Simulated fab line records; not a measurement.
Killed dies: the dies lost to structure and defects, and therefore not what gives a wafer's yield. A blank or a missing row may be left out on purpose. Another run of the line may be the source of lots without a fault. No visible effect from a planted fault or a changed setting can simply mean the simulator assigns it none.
Split-lot study | flow n5Finfet | 7 lots, 21 wafers read, on a route of 1938 steps

SPLIT DETAILS
At N5_BEOL_M9_ETCH_66 (etches SOC in N2/H2, target depth 80 nm, overetch 16 nm, time 120 s), the setting timeS was moved away from the recipe's 120 s on 10 of the 21 wafers read, by -21.7% to +21.3%. This setting was run at the recipe's value on the other wafers.

Reading taken at the split's own step.

THE READING
SiARC_of_BEOL_M9_COAT_64.thkNm (the simulator's own value, which no gauge read), in nm, at N5_BEOL_M9_ETCH_66 (etches SOC in N2/H2, target depth 80 nm, overetch 16 nm, time 120 s). The file gives no usual value for it. Across the 11 wafers here that went through the recipe, the average is 6.3 nm and the standard deviation 0.23 nm.

wafer  | tool, chamber at the split | timeS as run, s | against the recipe | SiARC_of_BEOL_M9_COAT_64.thkNm, nm | against lot-mates on the recipe
L077.1 | rieDiel-02, 1              | 145.6           | +21.3%             | 5.2                                | -1.2
L077.2 | rieDiel-02, 2              | 120             | recipe             | 6.4                                | -
L077.5 | rieDiel-02, 3              | 145.6           | +21.3%             | 5.6                                | -0.8
L078.1 | rieDiel-01, 2              | 120             | recipe             | 6.2                                | -
L078.4 | rieDiel-01, 3,2            | 93.97           | -21.7%             | 7.4                                | +1.2
L078.6 | rieDiel-01, 3,2            | 93.97           | -21.7%             | 7.4                                | +1.2
L086.2 | rieDiel-03, 1              | 120             | recipe             | 6.4                                | -
L086.5 | rieDiel-03, 1              | 120             | recipe             | 6.4                                | -
L086.4 | rieDiel-03, 2              | 120             | recipe             | 6.6                                | -
L087.2 | rieDiel-01, 2,3            | 120             | recipe             | 6                                  | -
L087.3 | rieDiel-01, 2,3            | 120             | recipe             | 6                                  | -
L087.5 | rieDiel-01, 3              | 112.3           | -6.4%              | 6.4                                | +0.4
L093.1 | rieDiel-01, 0              | 129.1           | +7.6%              | 6.2                                | +0.2
L093.2 | rieDiel-01, 2              | 129.1           | +7.6%              | 5.6                                | -0.4
L093.6 | rieDiel-01, 3              | 120             | recipe             | 6                                  | -
L094.3 | rieDiel-03, 3              | 131.2           | +9.3%              | 5.6                                | -0.6
L094.4 | rieDiel-03, 0              | 120             | recipe             | 6.2                                | -
L094.5 | rieDiel-03, 1              | 131.2           | +9.3%              | 5.8                                | -0.4
L097.3 | rieDiel-01, 0              | 94.24           | -21.5%             | 7.6                                | +1.3
L097.4 | rieDiel-01, 1              | 120             | recipe             | 6.6                                | -
L097.6 | rieDiel-01, 3              | 120             | recipe             | 6                                  | -
If several chambers appear in one row, that row covers several wafers at once and the file leaves open which wafer was in which chamber.

THE FIT
A straight line over all 21 wafers: SiARC_of_BEOL_M9_COAT_64.thkNm changes by -0.0499 nm for each +1% of timeS; r = -0.93; the points scatter about the line by 0.24 nm.
The same after taking each lot's own level away (the mean of its wafers on the recipe; 21 wafers): -0.0516 nm for each +1%; r = -0.96; scatter 0.19 nm.
The reading moves by 1.1 nm for the largest change in timeS, on that fit.
Measured against the standard deviation above, the lots' own levels, which go from 6.00 to 6.47 nm, span 2.1 times it.
The two slopes agree, so the slope changes little with the lot-to-lot level.
Check: for one of the wafers moved furthest among these (-21.7%), held out of the fit, the line's prediction against its lot-mates is +1.17 nm. It came out at +1.2 nm against them.

ADDITIONAL SPLITS CARRIED BY THESE WAFERS
Note: prior to the reading, these wafers also went through further splits. Each is held against what the fit with the lots' levels taken away leaves over:
other split on the same wafers     | wafers away from the commonest value | r with SiARC_of_BEOL_M9_COAT_64.thkNm (lot level and that fit taken away)
N5_BEOL_M8_DEVELOP_10 developTimeS | 6                                    | -0.28
N5_BEOL_M8_EXPOSE_25 doseMj        | 8                                    | -0.28
N5_BEOL_M9_COAT_22 spinRpm         | 6                                    | -0.25

THE FILE'S OWN FIT
SiARC_of_BEOL_M9_COAT_64.thkNm changes by -0.053 nm for each +1% of timeS, r = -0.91.
